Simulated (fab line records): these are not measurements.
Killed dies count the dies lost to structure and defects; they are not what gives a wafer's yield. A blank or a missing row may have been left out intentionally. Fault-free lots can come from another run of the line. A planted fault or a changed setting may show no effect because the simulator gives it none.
fab line records	flow n5-finfet
record lots=7	wafers=21
route steps=1938 shown ZERO_LAYER@9 WELL_APT@21 PMOS_HMC_CHANNEL_EPI@63 FIN_SAQP@125 FIN_CUT@155 DUMMY_GATE@223 SD_EPI_N@279 SDB@369 HKMG_FIN@391
start-h: the number of hours between the record's first day and the start of the first shown wafer of the lot	wait-h: hours since the lot's step before	" same as the row above	L1.1+2: one row covering several wafers at once	- no value, or no start given	* or withheld: withheld	< > ~ a bound
route shown NAME@n: names a module that has steps shown in the file, with the first one's number in the route	usual: mean/standard deviation taken from wafers without a fault	same: alike in all rows	chamber/n: place in a boat	sites: each site's reading	_std_site: standard deviation across them	_edge_site: inner sites' mean taken away from outer sites' mean	radius-mm: for every site, how far away it sits from the centre of the wafer	mask NAME#n: copy n	behind: tool/chamber where the wafer was last shaped	hold: why the lot went on hold/how many hours it stayed there/how the hold came to an end	device: transistor that didn't switch, given as n, p or np	end of line: at the end of the route, the tests of the same wafers	a step without rows: its recipe alone	killed: at the first sort, the dies lost to defects and structure; wafer yield is something else	map: shows each die of a wafer: x if killed, . if not, _ if none is there
set.NAME: the setting as run; set.NAME@STEP: as run at that earlier step	model.NAME: the simulator's own value behind a step, which no gauge read
one table per step and one row per wafer, for lots whose settings were changed on purpose
## steps
# step N5_ZERO_LAYER_EXPOSE_08
# recipe mask-id=ZERO	na=0.55	source-shape=conventional	sigma-outer=0.8	polarization=unpolarized	defocus-nm=0	target-cd-nm=2000	dose-mj=16.2
lot.wafer	tool	chamber	start-h	wait-h	mask	set.dose-mj
L075.2+3+4	krf-scanner-02	0	18.47	-	ZERO#0	16.2
L077.4	krf-scanner-01	0	30.61	-	ZERO#0	15.8
L077.5+6	"	0	"	"	ZERO#0	16.2
L079.4+5+6	krf-scanner-02	0	42.61	-	ZERO#0	16.2
L085.2+6	krf-scanner-02	0	78.63	-	ZERO#0	16.2
L085.4	"	0	"	"	ZERO#0	15.04
L086.2+4	krf-scanner-02	0	84.47	-	ZERO#0	16.72
L086.5	"	0	"	"	ZERO#0	16.2
L088.2+6	krf-scanner-01	0	96.47	-	ZERO#0	16.2
L088.5	"	0	"	"	ZERO#0	15.45
L097.1	krf-scanner-02	0	150.46	-	ZERO#0	16.2
L097.3+6	"	0	"	"	ZERO#0	16.74
# step N5_ZERO_LAYER_PEB_09
# recipe peb-temp-c=withheld	peb-time-s=*
# step N5_ZERO_LAYER_DEVELOP_10
# recipe develop-time-s=60	rinse-liquid=diw	dry=air-spin	dev-temp-c=21
# step N5_ZERO_LAYER_HARDBAKE_23
# recipe temp-c=130	time-s=120
# step N5_ZERO_LAYER_CD_MEAS_11
# recipe target-cd-nm=2000	landing-energy-ev=500	detector=se-inlens
# usual cd-nm=2000.7/2.4
lot.wafer	tool	chamber	start-h	wait-h	set.dose-mj@ZERO_LAYER_EXPOSE_08	cd-nm
L075.2	cd-sem-03	0	18.64	-	16.2	2002.4
L075.3	"	0	"	"	16.2	2000.2
L075.4	"	0	"	"	16.2	2003.3
L077.4	cd-sem-02	0	30.77	-	15.8	1997.5
L077.5	"	0	"	"	16.2	2003.8
L077.6	"	0	"	"	16.2	2003.5
L079.4	cd-sem-02	0	42.77	-	16.2	1996.4
L079.5	"	0	"	"	16.2	1999.6
L079.6	"	0	"	"	16.2	1998.7
L085.2	cd-sem-03	0	78.80	-	16.2	2001.0
L085.4	"	0	"	"	15.04	1990.4
L085.6	"	0	"	"	16.2	2001.4
L086.2	cd-sem-02	0	84.64	-	16.72	2007.6
L086.4	"	0	"	"	16.72	2009.7
L086.5	"	0	"	"	16.2	1999.8
L088.2	cd-sem-01	0	96.64	-	16.2	1999.1
L088.5	"	0	"	"	15.45	1994.8
L088.6	"	0	"	"	16.2	2000.2
L097.1	cd-sem-02	0	150.64	-	16.2	1999.6
L097.3	"	0	"	"	16.74	2009.7
L097.6	"	0	"	"	16.74	2008.5
# step N5_WELL_APT_COAT_02
# recipe spin-rpm=1357	resist-thk-nm=950
lot.wafer	tool	chamber	start-h	wait-h	set.spin-rpm	model.coat_of_WELL_APT_COAT_02.thk-nm
L075.2	litho-track-03	0	-	-	1357	953
L075.3	"	0	"	"	1357	953.3
L075.4	"	0	"	"	1357	953.6
L077.4	litho-track-03	0	-	-	1357	948.5
L077.5	"	0	"	"	1357	950.7
L077.6	"	0	"	"	1357	951.2
L079.4	litho-track-05	0	-	-	1357	950.8
L079.5	"	0	"	"	1357	953.5
L079.6	"	0	"	"	1357	952.3
L085.2	litho-track-05	0	-	-	1357	953.2
L085.4	"	0	"	"	1357	951.4
L085.6	"	0	"	"	1357	953.7
L086.2	litho-track-04	0	-	-	1269	985.4
L086.4	"	0	"	"	1269	987.2
L086.5	"	0	"	"	1357	952.3
L088.2	litho-track-04	0	-	-	1273	979.5
L088.5	"	0	"	"	1273	981.2
L088.6	"	0	"	"	1273	982
L097.1	litho-track-03	0	-	-	1427	923.9
L097.3	"	0	"	"	1357	946.9
L097.6	"	0	"	"	1427	924.9
# step N5_PMOS_HMC_CHANNEL_EPI_PEB_07
# recipe peb-temp-c=110	peb-time-s=60	resist=CAR-ArF-block
lot.wafer	tool	chamber	start-h	wait-h	set.peb-time-s
L075.2+3+4	litho-track-05	0	23.12	0.0	60
L077.4+5	litho-track-01	0	35.41	0.0	60
L077.6	"	0	"	"	50.28
L079.4+5+6	litho-track-02	0	47.28	0.0	60
L085.2+4+6	litho-track-05	0	83.61	0.0	60
L086.2+4+5	litho-track-05	0	89.19	0.0	60
L088.2	litho-track-02	0	101.21	0.0	60
L088.5+6	"	0	"	"	55.01
L097.1+6	litho-track-05	0	154.99	0.1	60
L097.3	"	0	"	"	47.14
# step N5_PMOS_HMC_CHANNEL_EPI_DEVELOP_08
# recipe develop-time-s=30	developer=TMAH	resist=CAR-ArF-block	dev-temp-c=23	rinse-liquid=diw	dry=air-spin
# step N5_PMOS_HMC_CHANNEL_EPI_CD_MEAS_09
# recipe target-cd-nm=237.4	landing-energy-ev=500	detector=se-inlens
# usual cd-nm=237.6/1
lot.wafer	tool	chamber	start-h	wait-h	set.peb-time-s@PMOS_HMC_CHANNEL_EPI_PEB_07	cd-nm
L075.2	cd-sem-03	0	23.19	-	60	237.8
L075.3	"	0	"	"	60	237.6
L075.4	"	0	"	"	60	235.8
L077.4	cd-sem-02	0	35.47	-	60	238.3
L077.5	"	0	"	"	60	239.2
L077.6	"	0	"	"	50.28	231.2
L079.4	cd-sem-02	0	47.34	-	60	239.4
L079.5	"	0	"	"	60	238.8
L079.6	"	0	"	"	60	237.5
L085.2	cd-sem-01	0	83.68	-	60	236.3
L085.4	"	0	"	"	60	236.4
L085.6	"	0	"	"	60	236.7
L086.2	cd-sem-02	0	89.25	-	60	236.3
L086.4	"	0	"	"	60	237.8
L086.5	"	0	"	"	60	236.7
L088.2	cd-sem-02	0	101.27	-	60	238.4
L088.5	"	0	"	"	55.01	234.5
L088.6	"	0	"	"	55.01	235.7
L097.1	cd-sem-02	0	155.05	-	60	237.2
L097.3	"	0	"	"	47.14	227.0
L097.6	"	0	"	"	60	235.4
# step N5_PMOS_HMC_CHANNEL_EPI_DESCUM_14
# recipe chemistry=O2	time-s=7.9	source-power-w=50	bias-power-w=20	pressure-mtorr=20	rf-frequency-hz=2.712e+07	temp-c=40	resist=CAR-ArF-block	o2-flow-sccm=225
lot.wafer	tool	chamber	start-h	wait-h	set.peb-time-s@PMOS_HMC_CHANNEL_EPI_PEB_07	model.PMOS_HMC_CHANNEL_EPI.cd-nm
L075.2	rie-diel-05	2	23.27	0.0	60	237.9
L075.3	"	1	"	"	60	238
L075.4	"	3	"	"	60	236
L077.4	rie-diel-05	2	35.56	0.0	60	238.3
L077.5	"	1	"	"	60	239.7
L077.6	"	2	"	"	50.28	231.2
L079.4	rie-diel-01	1	47.67	0.3	60	239.2
L079.5	"	3	"	"	60	238.8
L079.6	"	2	"	"	60	237.1
L085.2	rie-diel-03	0	83.77	0.0	60	236.3
L085.4+6	"	2,1	"	"	60	236.6
L086.2	rie-diel-05	0	89.34	0.0	60	236.6
L086.4	"	3	"	"	60	237.8
L086.5	"	3	"	"	60	236.8
L088.2	rie-diel-03	0	101.36	0.0	60	238
L088.5	"	1	"	"	55.01	234.6
L088.6	"	0	"	"	55.01	235.6
L097.1	rie-diel-05	2	155.14	0.0	60	237.3
L097.3	"	0	"	"	47.14	227.2
L097.6	"	1	"	"	60	235.7
# step N5_PMOS_HMC_CHANNEL_EPI_ETCH_32
# recipe chemistry=N2/H2	target=BARC	stop-on=SiO2	target-depth-a=858	over-etch-frac=0.3	time-s=50.3	ion-energy-ev=200	mask-material=CAR-ArF-block	pressure-mtorr=30	source-w=840	bias-w=150	n2-flow-sccm=200	h2-flow-sccm=200
lot.wafer	tool	chamber	start-h	wait-h	set.peb-time-s@PMOS_HMC_CHANNEL_EPI_PEB_07	model.PMOS_HMC_CHANNEL_EPI.cd-nm
L075.2	rie-diel-05	2	23.31	0.0	60	242
L075.3	"	1	"	"	60	240.8
L075.4	"	3	"	"	60	238.8
L077.4	rie-diel-05	2	35.59	0.0	60	242.8
L077.5	"	1	"	"	60	243.3
L077.6	"	2	"	"	50.28	235.2
L079.4	rie-diel-01	1	47.70	0.0	60	242.9
L079.5	"	3	"	"	60	242.3
L079.6	"	2	"	"	60	241.2
L085.2	rie-diel-03	0	83.80	0.0	60	238.7
L085.4	"	2	"	"	60	238.1
L085.6	"	1	"	"	60	239.4
L086.2	rie-diel-05	0	89.38	0.0	60	239.1
L086.4	"	3	"	"	60	240.1
L086.5	"	3	"	"	60	239.3
L088.2	rie-diel-03	0	101.40	0.0	60	240.4
L088.5	"	1	"	"	55.01	236.9
L088.6	"	0	"	"	55.01	238.6
L097.1	rie-diel-05	2	155.18	0.0	60	240.8
L097.3	"	0	"	"	47.14	229.8
L097.6	"	1	"	"	60	238.2
# step N5_FIN_SAQP_SPACER1_ALD_24
# recipe material=SiO2	target-thk-a=203	temp-c=300	ald-precursor-family=BDEAS	ald-co-reactant=O2-plasma	pulse-time-s=1	purge-time-s=2	co-reactant-purge-time-s=2	ald-cycles=218	pressure-torr=2
lot.wafer	tool	chamber	start-h	wait-h	set.ald-cycles	model.SiO2_of_FIN_SAQP_SPACER1_ALD_24.thk-nm
L075.2+3+4	ald-sin-04	1,3,0	29.02	0.6	218	20.2
L077.4+5	ald-sin-04	0	42.00	0.7	218	20.4
L077.6	"	1	"	"	218	20.2
L079.4+5	ald-sin-04	0,3	53.12	0.2	218	20.2
L079.6	"	0	"	"	218	20.4
L085.2	ald-sin-01	1	92.62	0.9	200	18.6
L085.4	"	0	"	"	200	18.8
L085.6	"	0	"	"	218	20.4
L086.2	ald-sin-03	2	95.92	0.6	232	21.6
L086.4	"	1	"	"	218	20.2
L086.5	"	3	"	"	218	20.4
L088.2	ald-sin-01	2	107.13	0.3	218	20.4
L088.5	"	1	"	"	248	23.2
L088.6	"	0	"	"	218	20.6
L097.1+3	ald-sin-04	1,2	160.85	0.3	218	20.4
L097.6	"	3	"	"	218	20.2
# step N5_FIN_SAQP_SPACER1_ETCHBACK_25
# recipe chemistry=CHF3/O2	mode=anisotropic-etchback	target=SiO2	target-depth-a=244	time-s=12.2	pressure-mtorr=30	source-w=650	bias-w=170	Ar_flow_sccm=200	CHF3_flow_sccm=50	O2_flow_sccm=5	ion-energy-ev=200
# step N5_FIN_SAQP_MANDREL1_REMOVE_56
# recipe chemistry=HBr/Cl2/O2	bt-time-s=10	target=a-Si	stop-on=SiNx	endpoint=OES-SiCl	over-etch-frac=1	icp-w=600	bias-w=22	HBr_flow_sccm=150	Cl2_flow_sccm=80	O2_flow_sccm=5	pressure-mtorr=10
lot.wafer	tool	chamber	start-h	wait-h	set.ald-cycles@FIN_SAQP_SPACER1_ALD_24	model.FIN_SAQP.cd-nm
L075.2	rie-si-05	0	30.08	0.1	218	20.4
L075.3+4	"	3,2	"	"	218	20.2
L077.4+5+6	rie-si-05	3,2,1	42.81	0.1	218	20.4
L079.4	rie-si-05	2	53.92	0.1	218	20.2
L079.5+6	"	1,0	"	"	218	20.4
L085.2	rie-si-04	0	93.45	0.1	200	18.8
L085.4	"	1	"	"	200	19
L085.6	"	0	"	"	218	20.6
L086.2	rie-si-03	0	96.73	0.1	232	21.6
L086.4	"	2	"	"	218	20.2
L086.5	"	0	"	"	218	20.4
L088.2+6	rie-si-04	0,2	107.95	0.1	218	20.6
L088.5	"	3	"	"	248	23.2
L097.1+3	rie-si-05	0,2	161.65	0.1	218	20.4
L097.6	"	2	"	"	218	20
# step N5_FIN_SAQP_CD_MEAS_27
# recipe target-cd-nm=20	landing-energy-ev=1000	detector=se-inlens	polarity=line
# usual cd-nm=20.37/0.25
lot.wafer	tool	chamber	start-h	wait-h	set.ald-cycles@FIN_SAQP_SPACER1_ALD_24	cd-nm
L075.2	cd-sem-03	0	30.20	0.1	218	20.40
L075.3	"	0	"	"	218	20.26
L075.4	"	0	"	"	218	20.18
L077.4	cd-sem-03	0	42.93	0.1	218	20.18
L077.5	"	0	"	"	218	20.28
L077.6	"	0	"	"	218	20.50
L079.4	cd-sem-02	0	54.04	0.1	218	20.28
L079.5	"	0	"	"	218	20.40
L079.6	"	0	"	"	218	20.41
L085.2	cd-sem-02	0	93.56	0.1	200	18.76
L085.4	"	0	"	"	200	19.19
L085.6	"	0	"	"	218	20.16
L086.2	cd-sem-02	0	96.84	0.1	232	21.95
L086.4	"	0	"	"	218	20.00
L086.5	"	0	"	"	218	20.27
L088.2	cd-sem-03	0	108.06	0.1	218	20.62
L088.5	"	0	"	"	248	23.19
L088.6	"	0	"	"	218	20.48
L097.1	cd-sem-01	0	161.76	0.1	218	20.42
L097.3	"	0	"	"	218	20.05
L097.6	"	0	"	"	218	20.20
# step N5_FIN_CUT_COAT_19
# recipe resist=SiARC	temp-c=220	time-s=60	spin-rpm=1500	resist-thk-nm=20
lot.wafer	tool	chamber	start-h	wait-h	set.spin-rpm	model.SiARC_of_FIN_CUT_COAT_19.thk-nm
L075.2+3+4	litho-track-04	0	-	-	1500	20
L077.4	litho-track-04	0	-	-	1574	19.4
L077.5	"	0	"	"	1574	19.6
L077.6	"	0	"	"	1500	20
L079.4	litho-track-01	0	-	-	1500	20
L079.5	"	0	"	"	1500	20.2
L079.6	"	0	"	"	1648	19.2
L085.2+6	litho-track-04	0	-	-	1401	20.8
L085.4	"	0	"	"	1500	20
L086.2+4	litho-track-01	0	-	-	1500	20
L086.5	"	0	"	"	1366	21
L088.2+5+6	litho-track-01	0	-	-	1405	20.8
L097.1+3	litho-track-05	0	-	-	1668	19
L097.6	"	0	"	"	1500	20
# step N5_FIN_CUT_COAT_29
# recipe resist=underlayer	temp-c=205	time-s=60	spin-rpm=1500	resist-thk-nm=10
# step N5_FIN_CUT_COAT_02
# recipe resist=CAR-EUV	spin-rpm=1500	resist-thk-nm=30
# step N5_FIN_CUT_DESCUM_13
# recipe chemistry=O2	time-s=7	source-power-w=50	bias-power-w=20	pressure-mtorr=20	rf-frequency-hz=2.712e+07	temp-c=40	resist=CAR-EUV	o2-flow-sccm=225
# step N5_FIN_CUT_ETCH_30
# recipe chemistry=N2/H2	target=underlayer	target-depth-a=130	mask-material=CAR-EUV	time-s=10.4	ion-energy-ev=200	pressure-mtorr=30	source-w=840	bias-w=150	n2-flow-sccm=200	h2-flow-sccm=200	ends=cleared
# step N5_FIN_CUT_ETCH_20
# recipe chemistry=CF4	target=SiARC	target-depth-a=260	mask-material=CAR-EUV	time-s=43.3	ion-energy-ev=80	pressure-mtorr=40	source-w=545	bias-w=36	Ar_flow_sccm=100	cf4-flow-sccm=100	ends=cleared
lot.wafer	tool	chamber	start-h	wait-h	set.spin-rpm@FIN_CUT_COAT_19	model.etch.depth-nm
L075.2+4	rie-diel-01	0	33.26	0.0	1500	20.03
L075.3	"	2	"	"	1500	20.09
L077.4	rie-diel-05	2	45.66	0.0	1574	19.5
L077.5	"	2	"	"	1574	19.53
L077.6	"	3	"	"	1500	19.95
L079.4	rie-diel-03	1	56.88	0.0	1500	20.08
L079.5	"	3	"	"	1500	20.12
L079.6	"	2	"	"	1648	19.19
L085.2	rie-diel-05	2	96.81	0.0	1401	20.7
L085.4	"	1	"	"	1500	20.04
L085.6	"	1	"	"	1401	20.8
L086.2	rie-diel-03	0	99.81	0.0	1500	20.01
L086.4	"	3	"	"	1500	20.06
L086.5	"	3	"	"	1366	20.98
L088.2	rie-diel-05	1	110.93	0.0	1405	20.76
L088.5+6	"	3,0	"	"	1405	20.75
L097.1	rie-diel-03	1	164.76	0.0	1668	19
L097.3	"	2	"	"	1668	19.02
L097.6	"	0	"	"	1500	20.04
# step N5_FIN_CUT_ETCH_21
# recipe chemistry=N2/H2	target=SOC	target-depth-a=2190	overetch-a=438	mask-material=SiARC	temp-c=40	ion-energy-ev=100	bias-w=61	time-s=523.5	pressure-mtorr=30	source-w=850	n2-flow-sccm=200	h2-flow-sccm=200
lot.wafer	tool	chamber	start-h	wait-h	set.spin-rpm@FIN_CUT_COAT_19	model.SiARC_of_FIN_CUT_COAT_19.thk-nm
L075.2+4	rie-diel-01	0	33.30	0.0	1500	11.8
L075.3	"	2	"	"	1500	12
L077.4	rie-diel-05	2	45.70	0.0	1574	11.2
L077.5	"	2	"	"	1574	11
L077.6	"	3	"	"	1500	11.8
L079.4	rie-diel-03	1	56.92	0.0	1500	12
L079.5	"	3	"	"	1500	12.2
L079.6	"	2	"	"	1648	11
L085.2	rie-diel-05	2	96.85	0.0	1401	12.4
L085.4	"	1	"	"	1500	12
L085.6	"	1	"	"	1401	12.8
L086.2+4	rie-diel-03	0,3	99.84	0.0	1500	12
L086.5	"	3	"	"	1366	12.8
L088.2	rie-diel-05	1	110.96	0.0	1405	12.8
L088.5	"	3	"	"	1405	12.6
L088.6	"	0	"	"	1405	12.2
L097.1	rie-diel-03	1	164.80	0.0	1668	11
L097.3	"	2	"	"	1668	10.8
L097.6	"	0	"	"	1500	12.2
# step N5_DUMMY_GATE_COAT_35
# recipe resist=SiARC	temp-c=220	time-s=60	spin-rpm=1500	resist-thk-nm=10
lot.wafer	tool	chamber	start-h	wait-h	set.spin-rpm	model.SiARC_of_DUMMY_GATE_COAT_35.thk-nm
L075.2+3+4	litho-track-03	0	-	-	1500	10
L077.4+5+6	litho-track-03	0	-	-	1500	10
L079.4+5+6	litho-track-02	0	-	-	1500	10
L085.2+6	litho-track-01	0	-	-	1402	10.4
L085.4	"	0	"	"	1500	10
L086.2+5	litho-track-03	0	-	-	1500	10
L086.4	"	0	"	"	1432	10.2
L088.2+6	litho-track-03	0	-	-	1500	10
L088.5	"	0	"	"	1381	10.4
L097.1+3+6	litho-track-03	0	-	-	1500	10
# step N5_SD_EPI_N_ETCH_16
# recipe chemistry=CHF3/O2	target=SiO2	target-depth-a=50	mask-material=SOC	pressure-mtorr=30	source-w=650	bias-w=170	Ar_flow_sccm=200	CHF3_flow_sccm=50	O2_flow_sccm=5	ion-energy-ev=200
lot.wafer	tool	chamber	start-h	wait-h	set.target-depth-a	model.etch.depth-nm
L075.2	rie-diel-06	0	54.79	0.1	50	5.079
L075.3	"	2	"	"	50	5.019
L075.4	"	3	"	"	50	4.982
L077.4	rie-diel-02	2	69.04	0.1	45.1	4.474
L077.5	"	2	"	"	50	4.951
L077.6	"	1	"	"	50	4.898
L079.4	rie-diel-06	2	79.40	0.1	52.23	5.216
L079.5	"	0	"	"	50	5.084
L079.6	"	1	"	"	52.23	5.066
L085.2	rie-diel-02	0	118.38	0.1	50	5.12
L085.4	"	2	"	"	50	4.951
L085.6	"	0	"	"	50	5.124
L086.2	rie-diel-06	3	123.28	0.1	50	4.869
L086.4	"	2	"	"	50	4.992
L086.5	"	3	"	"	50	4.883
L088.2	rie-diel-06	3	134.72	0.1	44.26	4.302
L088.5	"	0	"	"	50	4.946
L088.6	"	2	"	"	50	5.03
L097.1	rie-diel-04	2	187.37	0.1	54.55	5.426
L097.3	"	1	"	"	54.55	5.643
L097.6	"	2	"	"	50	4.969
# step N5_SDB_CUT_ETCH_26
# recipe chemistry=HBr/Cl2/O2	target=Si	target-depth-a=1296	bt-time-s=20	mask-material=SiNx	time-s=51.8	ion-energy-ev=*	bias-w=*	pressure-mtorr=10	icp-w=800	HBr_flow_sccm=150	Cl2_flow_sccm=80	O2_flow_sccm=12
lot.wafer	tool	chamber	start-h	wait-h	set.bias-w	model.SiNx_of_SDB_HM_DEP_00.thk-nm
L075.2	rie-si-03	2	71.88	0.1	*	22
L075.3	"	0	"	"	*	21.6
L075.4	"	1	"	"	*	22.2
L077.4	rie-si-04	0	86.05	0.1	*	22.2
L077.5	"	0	"	"	*	20.2
L077.6	"	1	"	"	*	22.8
L079.4	rie-si-04	0	96.62	0.1	*	22
L079.5	"	2	"	"	*	21.2
L079.6	"	3	"	"	*	20.6
L085.2	rie-si-03	0	134.40	0.1	*	22
L085.4+6	"	1,3	"	"	*	22.8
L086.2	rie-si-04	0	140.38	0.1	*	21.8
L086.4	"	1	"	"	*	22.4
L086.5	"	1	"	"	*	22
L088.2	rie-si-03	0	151.23	0.1	*	20.6
L088.5	"	3	"	"	*	20.8
L088.6	"	2	"	"	*	21.2
L097.1	rie-si-03	0	204.03	0.1	*	19.8
L097.3	"	3	"	"	*	19.2
L097.6	"	1	"	"	*	22
# step N5_HKMG_FIN_COAT_42
# recipe resist=SiARC	temp-c=220	time-s=60	spin-rpm=1500	resist-thk-nm=35
lot.wafer	tool	chamber	start-h	wait-h	set.spin-rpm	model.SiARC_of_HKMG_FIN_COAT_42.thk-nm
L075.2+3+4	litho-track-04	0	-	-	1500	35.2
L077.4	litho-track-01	0	-	-	1634	33.8
L077.5	"	0	"	"	1634	33.6
L077.6	"	0	"	"	1500	35
L079.4+5+6	litho-track-04	0	-	-	1447	35.8
L085.2+6	litho-track-05	0	-	-	1351	36.8
L085.4	"	0	"	"	1500	34.8
L086.2+5	litho-track-01	0	-	-	1500	35
L086.4	"	0	"	"	1656	33.2
L088.2	litho-track-01	0	-	-	1613	34
L088.5+6	"	0	"	"	1500	35.2
L097.1	litho-track-01	0	-	-	1500	35
L097.3	"	0	"	"	1414	35.8
L097.6	"	0	"	"	1414	36
## key
split step=N5_ZERO_LAYER_EXPOSE_08	setting=dose-mj	stated=16.2	by=wafer
response step=N5_ZERO_LAYER_CD_MEAS_11	reading=cd-nm	change=+1.75	per=1%	r=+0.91
split step=N5_WELL_APT_COAT_02	setting=spin-rpm	stated=1357	by=wafer
response step=N5_WELL_APT_COAT_02	reading=model.coat_of_WELL_APT_COAT_02.thk-nm	change=-4.9	per=1%	r=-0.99
split step=N5_PMOS_HMC_CHANNEL_EPI_PEB_07	setting=peb-time-s	stated=60	by=wafer
response step=N5_PMOS_HMC_CHANNEL_EPI_CD_MEAS_09	reading=cd-nm	change=+0.442	per=1%	r=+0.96
response step=N5_PMOS_HMC_CHANNEL_EPI_DESCUM_14	reading=model.PMOS_HMC_CHANNEL_EPI.cd-nm	change=+0.441	per=1%	r=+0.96
response step=N5_PMOS_HMC_CHANNEL_EPI_ETCH_32	reading=model.PMOS_HMC_CHANNEL_EPI.cd-nm	change=+0.451	per=1%	r=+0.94
split step=N5_FIN_SAQP_SPACER1_ALD_24	setting=ald-cycles	stated=218	by=wafer
response step=N5_FIN_SAQP_SPACER1_ALD_24	reading=model.SiO2_of_FIN_SAQP_SPACER1_ALD_24.thk-nm	change=+0.199	per=1%	r=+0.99
response step=N5_FIN_SAQP_MANDREL1_REMOVE_56	reading=model.FIN_SAQP.cd-nm	change=+0.195	per=1%	r=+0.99
response step=N5_FIN_SAQP_CD_MEAS_27	reading=cd-nm	change=+0.193	per=1%	r=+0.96
split step=N5_FIN_CUT_COAT_19	setting=spin-rpm	stated=1500	by=wafer
response step=N5_FIN_CUT_COAT_19	reading=model.SiARC_of_FIN_CUT_COAT_19.thk-nm	change=-0.0992	per=1%	r=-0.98
response step=N5_FIN_CUT_ETCH_20	reading=model.etch.depth-nm	change=-0.0965	per=1%	r=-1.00
response step=N5_FIN_CUT_ETCH_21	reading=model.SiARC_of_FIN_CUT_COAT_19.thk-nm	change=-0.108	per=1%	r=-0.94
split step=N5_DUMMY_GATE_COAT_35	setting=spin-rpm	stated=1500	by=wafer
response step=N5_DUMMY_GATE_COAT_35	reading=model.SiARC_of_DUMMY_GATE_COAT_35.thk-nm	change=-0.053	per=1%	r=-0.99
split step=N5_SD_EPI_N_ETCH_16	setting=target-depth-a	stated=50	by=wafer
response step=N5_SD_EPI_N_ETCH_16	reading=model.etch.depth-nm	change=+0.0535	per=1%	r=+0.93
split step=N5_SDB_CUT_ETCH_26	setting=bias-w	stated=*	by=wafer
response step=N5_SDB_CUT_ETCH_26	reading=model.SiNx_of_SDB_HM_DEP_00.thk-nm	change=-0.127	per=1%	r=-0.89
split step=N5_HKMG_FIN_COAT_42	setting=spin-rpm	stated=1500	by=wafer
response step=N5_HKMG_FIN_COAT_42	reading=model.SiARC_of_HKMG_FIN_COAT_42.thk-nm	change=-0.171	per=1%	r=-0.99
